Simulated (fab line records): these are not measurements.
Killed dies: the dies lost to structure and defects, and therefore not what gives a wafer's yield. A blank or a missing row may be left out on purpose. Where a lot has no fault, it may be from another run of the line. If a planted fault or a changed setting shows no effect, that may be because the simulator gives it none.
Matching of chambers -- flow n5_finfet -- N5_BEOL_M7_CMP_52 on cmp-04: 4 sister chambers
The step polishes, stops on SiCOH lowk, t overpolish 6.9 s, target thk 80 nm. 8 wafers are shown with their chamber, then 7 later ones without.

== WAFERS, EACH WITH ITS CHAMBER ==
wafer,chamber,motor_current_A (A),head_pressure_psi (psi)
L074.2,0,6.3,1.0029
L080.1,2,6.8,1.0017
L078.1,2,7.1,0.9995
L078.6,1,7.9,0.9986
L082.4,1,8.0,0.9996
L082.6,3,5.9,1.0035
L083.1,3,6.1,0.9978
L083.2,0,5.9,1.0031

== WAFERS WITHOUT THEIR CHAMBER ==
wafer,motor_current_A (A),head_pressure_psi (psi)
L083.4,7.0,0.9998
L093.1,6.8,0.9996
L093.4,6.0,1.0023
L093.5,6.7,0.9960
L094.2,7.6,1.0013
L094.3,6.1,1.0006
L094.4,6.3,0.9995

== WHICH CHAMBER EACH WENT THROUGH ==
wafer,from the rows above,in truth
L083.4,2,2
L093.1,2,2
L093.4,can't be placed: 0 or 3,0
L093.5,can't be placed: 2 or 3 or 0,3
L094.2,can't be placed: 1 or 2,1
L094.3,can't be placed: 3 or 0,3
L094.4,can't be placed: 3 or 0 or 2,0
Correctly placed: 2 of 7. These rows do not allow placing 5 (true chamber among the candidates in 5). Wrongly placed: 0.
How it was worked out, from the rows above alone: a wafer's distance from a chamber is the root of the sum, over the readings, of the square of ((its reading less the chamber's mean) divided by the reading's scatter). If the next closest chamber is less than 2 further off than the closest, the wafer can't be placed; otherwise it belongs to the closest. Each chamber's mean is taken over the wafers shown for it. How the scatter is found: for the shown wafers, subtract from each reading the mean of its chamber, square and add these, divide the total by (wafers less chambers), then take the root.
